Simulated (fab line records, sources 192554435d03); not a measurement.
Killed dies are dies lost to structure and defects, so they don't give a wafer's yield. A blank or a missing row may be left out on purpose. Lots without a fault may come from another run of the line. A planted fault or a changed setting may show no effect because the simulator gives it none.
Chamber matching | flow n5_finfet | N5_BEOL_M8_STRIP_67 on rie_diel-01: 4 sister chambers
The step strips in CF4. 4 wafers are shown with their chamber, then 10 later ones without.

WAFERS WITH THEIR CHAMBER
wafer  | chamber | drypump_motor_current_A (A)
L085.4 | 3       | 5.1
L089.3 | 0       | 5.4
L089.4 | 2       | 6.6
L089.5 | 1       | 6.6

WAFERS WITHOUT THEIR CHAMBER
wafer  | drypump_motor_current_A (A)
L089.6 | 5.5
L094.1 | 5.1
L094.5 | 6.6
L094.6 | 6.6
L093.2 | 6.6
L093.4 | 6.6
L093.6 | 5.5
L095.2 | 6.6
L095.4 | 5.2
L095.6 | 5.5

WHICH CHAMBER EACH WENT THROUGH
wafer  | from the rows above     | in truth
L089.6 | 0                       | 0
L094.1 | 3                       | 3
L094.5 | can't be placed: 1 or 2 | 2
L094.6 | can't be placed: 1 or 2 | 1
L093.2 | can't be placed: 1 or 2 | 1
L093.4 | can't be placed: 1 or 2 | 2
L093.6 | 0                       | 0
L095.2 | can't be placed: 1 or 2 | 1
L095.4 | can't be placed: 3 or 0 | 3
L095.6 | 0                       | 0
Placed correctly: 4 of 10. Can't be placed from these rows: 6 (the true chamber is among the candidates in 6). Placed wrongly: 0.
How it was worked out, from the rows above alone: a wafer's distance from a chamber is the root of the sum, over the readings, of the square of ((its reading less the chamber's mean) divided by the reading's scatter). The wafer belongs to the nearest chamber; if the next one is less than 2 further off, it can't be placed. A chamber's mean is the mean of its shown wafers. The scatter: with one shown wafer a chamber, the root of the mean of the squares of how far each hidden wafer lies from its nearest shown one.
